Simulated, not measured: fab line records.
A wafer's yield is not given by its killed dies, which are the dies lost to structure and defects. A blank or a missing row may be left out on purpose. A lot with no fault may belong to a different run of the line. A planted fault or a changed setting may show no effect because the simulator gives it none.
Matching of chambers / flow nandHarc / 4 sister chambers for NHARC_P_GATE_DESCUM_93 on rieDiel-09
The step chemistry O2, time 3 s. 18 wafers are shown with their chamber, then 9 later ones without.

## WAFERS PAIRED WITH THEIR CHAMBERS
wafer=L075.2; chamber=3; showerheadPlenumPTorr (Torr)=1.79; drypumpMotorCurrentA (A)=6.3; oesProductAu (a.u.)=1.006
wafer=L075.3; chamber=2; showerheadPlenumPTorr (Torr)=1.79; drypumpMotorCurrentA (A)=6.1; oesProductAu (a.u.)=1.012
wafer=L075.5; chamber=2; showerheadPlenumPTorr (Torr)=1.79; drypumpMotorCurrentA (A)=6.1; oesProductAu (a.u.)=1.016
wafer=L075.1; chamber=1; showerheadPlenumPTorr (Torr)=2.02; drypumpMotorCurrentA (A)=6.3; oesProductAu (a.u.)=0.979
wafer=L075.4; chamber=3; showerheadPlenumPTorr (Torr)=1.79; drypumpMotorCurrentA (A)=6.3; oesProductAu (a.u.)=1.009
wafer=L075.6; chamber=1; showerheadPlenumPTorr (Torr)=2.03; drypumpMotorCurrentA (A)=6.3; oesProductAu (a.u.)=0.981
wafer=L078.3; chamber=3; showerheadPlenumPTorr (Torr)=1.79; drypumpMotorCurrentA (A)=6.3; oesProductAu (a.u.)=1.032
wafer=L078.4; chamber=0; showerheadPlenumPTorr (Torr)=1.89; drypumpMotorCurrentA (A)=5.5; oesProductAu (a.u.)=1.005
wafer=L078.5; chamber=0; showerheadPlenumPTorr (Torr)=1.89; drypumpMotorCurrentA (A)=5.5; oesProductAu (a.u.)=0.999
wafer=L084.3; chamber=1; showerheadPlenumPTorr (Torr)=2.02; drypumpMotorCurrentA (A)=6.3; oesProductAu (a.u.)=0.987
wafer=L084.4; chamber=2; showerheadPlenumPTorr (Torr)=1.79; drypumpMotorCurrentA (A)=6.1; oesProductAu (a.u.)=1.002
wafer=L084.6; chamber=2; showerheadPlenumPTorr (Torr)=1.79; drypumpMotorCurrentA (A)=6.1; oesProductAu (a.u.)=1.001
wafer=L085.1; chamber=2; showerheadPlenumPTorr (Torr)=1.79; drypumpMotorCurrentA (A)=6.1; oesProductAu (a.u.)=1.025
wafer=L085.4; chamber=1; showerheadPlenumPTorr (Torr)=2.02; drypumpMotorCurrentA (A)=6.4; oesProductAu (a.u.)=0.996
wafer=L085.6; chamber=3; showerheadPlenumPTorr (Torr)=1.78; drypumpMotorCurrentA (A)=6.3; oesProductAu (a.u.)=1.024
wafer=L085.2; chamber=3; showerheadPlenumPTorr (Torr)=1.78; drypumpMotorCurrentA (A)=6.3; oesProductAu (a.u.)=1.012
wafer=L085.3; chamber=0; showerheadPlenumPTorr (Torr)=1.89; drypumpMotorCurrentA (A)=5.5; oesProductAu (a.u.)=0.994
wafer=L085.5; chamber=2; showerheadPlenumPTorr (Torr)=1.79; drypumpMotorCurrentA (A)=6.1; oesProductAu (a.u.)=1.020

SIGNATURES (averages over the wafers above)
reading=showerheadPlenumPTorr; chamber 0=1.8900; chamber 1=2.0225; chamber 2=1.7900; chamber 3=1.7860; scatter within a chamber=0.00373
reading=drypumpMotorCurrentA; chamber 0=5.500; chamber 1=6.325; chamber 2=6.100; chamber 3=6.300; scatter within a chamber=0.0231
reading=oesProductAu; chamber 0=0.99933; chamber 1=0.98575; chamber 2=1.01267; chamber 3=1.01660; scatter within a chamber=0.0092
Rule: for each reading, subtract the chamber's mean from the wafer's reading, divide by that reading's scatter and square the result; add these up over the readings and take the root, which gives the wafer's distance from the chamber. The wafer belongs to the nearest chamber; if the next one is less than 2 further off, it can't be placed. The scatter is the square root of a quotient: the sum, over the shown wafers, of each reading's squared deviation from its chamber's mean, divided by wafers minus chambers.

## WAFERS WHOSE CHAMBER IS MISSING
wafer=L091.3; showerheadPlenumPTorr (Torr)=1.78; drypumpMotorCurrentA (A)=6.3; oesProductAu (a.u.)=1.008
wafer=L091.4; showerheadPlenumPTorr (Torr)=2.02; drypumpMotorCurrentA (A)=6.3; oesProductAu (a.u.)=0.999
wafer=L091.5; showerheadPlenumPTorr (Torr)=1.79; drypumpMotorCurrentA (A)=6.1; oesProductAu (a.u.)=1.017
wafer=L097.1; showerheadPlenumPTorr (Torr)=2.02; drypumpMotorCurrentA (A)=6.3; oesProductAu (a.u.)=0.985
wafer=L097.3; showerheadPlenumPTorr (Torr)=1.78; drypumpMotorCurrentA (A)=6.3; oesProductAu (a.u.)=1.006
wafer=L097.5; showerheadPlenumPTorr (Torr)=1.78; drypumpMotorCurrentA (A)=6.3; oesProductAu (a.u.)=1.009
wafer=L097.2; showerheadPlenumPTorr (Torr)=1.89; drypumpMotorCurrentA (A)=5.5; oesProductAu (a.u.)=0.991
wafer=L097.4; showerheadPlenumPTorr (Torr)=1.79; drypumpMotorCurrentA (A)=6.1; oesProductAu (a.u.)=1.012
wafer=L097.6; showerheadPlenumPTorr (Torr)=1.89; drypumpMotorCurrentA (A)=5.5; oesProductAu (a.u.)=0.980

## CHAMBER TAKEN BY EACH
wafer=L091.3; from the rows above=3; in truth=3
wafer=L091.4; from the rows above=1; in truth=1
wafer=L091.5; from the rows above=2; in truth=2
wafer=L097.1; from the rows above=1; in truth=1
wafer=L097.3; from the rows above=3; in truth=3
wafer=L097.5; from the rows above=3; in truth=3
wafer=L097.2; from the rows above=0; in truth=0
wafer=L097.4; from the rows above=2; in truth=2
wafer=L097.6; from the rows above=0; in truth=0
9 of 9 placed correctly. Can't be placed from these rows: 0. Wrongly placed: 0.
